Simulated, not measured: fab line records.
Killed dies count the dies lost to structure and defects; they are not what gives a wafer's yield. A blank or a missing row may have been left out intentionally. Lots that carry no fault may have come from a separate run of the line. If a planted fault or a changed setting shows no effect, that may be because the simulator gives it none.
Chamber matching + flow n5 finfet + 3 sister chambers for N5_BEOL_M6_PECVD_70 on pecvd-02
The step deposits SiO2 from TEOS/O2, target thk 20 nm, time 22.7 s. 6 wafers are shown with their chamber, then 9 later ones without.

EACH WAFER AND ITS CHAMBER
| wafer  | chamber | throttle valve pct (%) | heater power w (W) |
|--------|---------|------------------------|--------------------|
| L083.4 | 1       | 22.7                   | 829                |
| L083.5 | 2       | 20.7                   | 575                |
| L083.6 | 0       | 22.5                   | 634                |
| L086.1 | 1       | 22.5                   | 866                |
| L086.2 | 2       | 20.4                   | 571                |
| L086.3 | 0       | 22.3                   | 722                |

WAFERS WHOSE CHAMBER IS MISSING
| wafer  | throttle valve pct (%) | heater power w (W) |
|--------|------------------------|--------------------|
| L089.2 | 20.6                   | 523                |
| L089.3 | 22.4                   | 792                |
| L089.5 | 20.5                   | 501                |
| L094.1 | 22.6                   | 880                |
| L094.3 | 20.5                   | 627                |
| L094.4 | 20.7                   | 613                |
| L097.2 | 22.2                   | 616                |
| L097.3 | 20.7                   | 602                |
| L097.4 | 22.4                   | 606                |

WHICH CHAMBER EACH WENT THROUGH
| wafer  | from the rows above     | in truth |
|--------|-------------------------|----------|
| L089.2 | 2                       | 2        |
| L089.3 | can't be placed: 1 or 0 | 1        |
| L089.5 | 2                       | 2        |
| L094.1 | 1                       | 1        |
| L094.3 | 2                       | 2        |
| L094.4 | 2                       | 2        |
| L097.2 | 0                       | 0        |
| L097.3 | 2                       | 2        |
| L097.4 | 0                       | 0        |
Correctly placed: 8 of 9. Unplaceable from these rows: 1, with the true chamber sitting among the candidates in 1. Wrongly placed: 0.
How it was worked out, from the rows above alone: a wafer's distance from a chamber is the root of the sum, over the readings, of the square of ((its reading less the chamber's mean) divided by the reading's scatter). The wafer belongs to the nearest chamber; if the next one is less than 2 further off, it can't be placed. For every chamber, the mean is computed from those of its wafers that are shown. The scatter: take each reading less its chamber's mean, square it, sum over the shown wafers, divide by the number of wafers less the number of chambers, and take the root.
